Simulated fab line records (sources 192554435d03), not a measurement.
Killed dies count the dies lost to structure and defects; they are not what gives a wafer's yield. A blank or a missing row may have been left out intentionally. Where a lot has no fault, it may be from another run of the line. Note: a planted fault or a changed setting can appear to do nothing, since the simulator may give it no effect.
Matching of chambers || flow n5 finfet || N5_HKMG_FIN_HK_ALD_01 on ald hk-02 has 4 sister chambers
The step deposits HfO2, target thk 1.6 nm, pulse time 3 s, purge time 3 s. 8 wafers are shown with their chamber, then 12 later ones without.

## WAFERS WITH THEIR CHAMBER
{"wafer": "L086.6", "chamber": 0, "precursor pulse height rel": 0.963}
{"wafer": "L088.1", "chamber": 0, "precursor pulse height rel": 1.008}
{"wafer": "L088.2", "chamber": 1, "precursor pulse height rel": 1.014}
{"wafer": "L092.4", "chamber": 3, "precursor pulse height rel": 0.992}
{"wafer": "L092.6", "chamber": 2, "precursor pulse height rel": 1.015}
{"wafer": "L093.1", "chamber": 3, "precursor pulse height rel": 1.017}
{"wafer": "L093.3", "chamber": 1, "precursor pulse height rel": 0.966}
{"wafer": "L093.4", "chamber": 2, "precursor pulse height rel": 1.029}

## WAFERS WHOSE CHAMBER IS MISSING
{"wafer": "L095.4", "precursor pulse height rel": 0.982}
{"wafer": "L095.5", "precursor pulse height rel": 0.991}
{"wafer": "L095.6", "precursor pulse height rel": 1.010}
{"wafer": "L096.1", "precursor pulse height rel": 0.982}
{"wafer": "L096.2", "precursor pulse height rel": 0.996}
{"wafer": "L096.3", "precursor pulse height rel": 0.963}
{"wafer": "L096.4", "precursor pulse height rel": 0.958}
{"wafer": "L096.5", "precursor pulse height rel": 1.032}
{"wafer": "L096.6", "precursor pulse height rel": 1.018}
{"wafer": "L097.1", "precursor pulse height rel": 0.983}
{"wafer": "L097.4", "precursor pulse height rel": 0.999}
{"wafer": "L097.5", "precursor pulse height rel": 1.022}

## CHAMBER TAKEN BY EACH
{"wafer": "L095.4", "from the rows above": "can't be placed: 0 or 1 or 3 or 2", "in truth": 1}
{"wafer": "L095.5", "from the rows above": "can't be placed: 1 or 0 or 3 or 2", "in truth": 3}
{"wafer": "L095.6", "from the rows above": "can't be placed: 3 or 2 or 1 or 0", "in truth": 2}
{"wafer": "L096.1", "from the rows above": "can't be placed: 0 or 1 or 3 or 2", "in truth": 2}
{"wafer": "L096.2", "from the rows above": "can't be placed: 1 or 3 or 0 or 2", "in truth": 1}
{"wafer": "L096.3", "from the rows above": "can't be placed: 0 or 1 or 3 or 2", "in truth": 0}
{"wafer": "L096.4", "from the rows above": "can't be placed: 0 or 1 or 3 or 2", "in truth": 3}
{"wafer": "L096.5", "from the rows above": "can't be placed: 2 or 3 or 1 or 0", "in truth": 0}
{"wafer": "L096.6", "from the rows above": "can't be placed: 2 or 3 or 1 or 0", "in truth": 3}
{"wafer": "L097.1", "from the rows above": "can't be placed: 0 or 1 or 3 or 2", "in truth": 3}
{"wafer": "L097.4", "from the rows above": "can't be placed: 3 or 1 or 0 or 2", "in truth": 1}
{"wafer": "L097.5", "from the rows above": "can't be placed: 2 or 3 or 1 or 0", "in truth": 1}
Placed correctly: 0 of 12. Cannot be placed on the basis of these rows: 12; the candidates contain the true chamber in 12. 0 placed wrongly.
How it was worked out, from the rows above alone: a wafer's distance from a chamber is the root of the sum, over the readings, of the square of ((its reading less the chamber's mean) divided by the reading's scatter). If the next closest chamber is less than 2 further off than the closest, the wafer can't be placed; otherwise it belongs to the closest. Each chamber's mean is taken over the wafers shown for it. How the scatter is found: for the shown wafers, subtract from each reading the mean of its chamber, square and add these, divide the total by (wafers less chambers), then take the root.
